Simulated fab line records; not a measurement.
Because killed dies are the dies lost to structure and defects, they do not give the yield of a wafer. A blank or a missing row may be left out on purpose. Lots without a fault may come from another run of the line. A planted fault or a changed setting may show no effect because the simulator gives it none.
Chamber matching | flow n5Finfet | rieDiel-03 running N5_BEOL_M10_VIA_ETCH_34: 4 sister chambers
The step etches SiCOH lowk in C4F6/O2, target depth 184.5 nm, time 69.2 s. 4 wafers are shown with their chamber, then 11 later ones without.

== WAFERS, EACH WITH ITS CHAMBER ==
wafer  | chamber | showerheadPlenumPTorr (Torr)
L081.6 | 0       | 2.73
L082.4 | 2       | 2.73
L082.5 | 1       | 3.01
L087.1 | 3       | 2.95

== WAFERS WITHOUT THEIR CHAMBER ==
wafer  | showerheadPlenumPTorr (Torr)
L087.5 | 3.00
L087.6 | 2.72
L091.1 | 3.00
L091.2 | 2.95
L091.4 | 2.72
L090.4 | 3.00
L090.5 | 2.72
L090.6 | 3.00
L094.1 | 3.00
L094.2 | 2.95
L094.3 | 2.72

== THE CHAMBER EACH PASSED THROUGH ==
wafer  | from the rows above     | in truth
L087.5 | 1                       | 1
L087.6 | can't be placed: 0 or 2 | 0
L091.1 | 1                       | 1
L091.2 | 3                       | 3
L091.4 | can't be placed: 0 or 2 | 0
L090.4 | 1                       | 1
L090.5 | can't be placed: 0 or 2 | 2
L090.6 | 1                       | 1
L094.1 | 1                       | 1
L094.2 | 3                       | 3
L094.3 | can't be placed: 0 or 2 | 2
7 of 11 placed correctly. Unplaceable from these rows: 4, with the true chamber sitting among the candidates in 4. Wrongly placed: 0.
How it was worked out, from the rows above alone: a wafer's distance from a chamber is the root of the sum, over the readings, of the square of ((its reading less the chamber's mean) divided by the reading's scatter). If the next closest chamber is less than 2 further off than the closest, the wafer can't be placed; otherwise it belongs to the closest. Each chamber's mean is taken over the wafers shown for it. The scatter: root of mean squared gap, hidden wafer to nearest shown wafer, with one shown wafer a chamber.
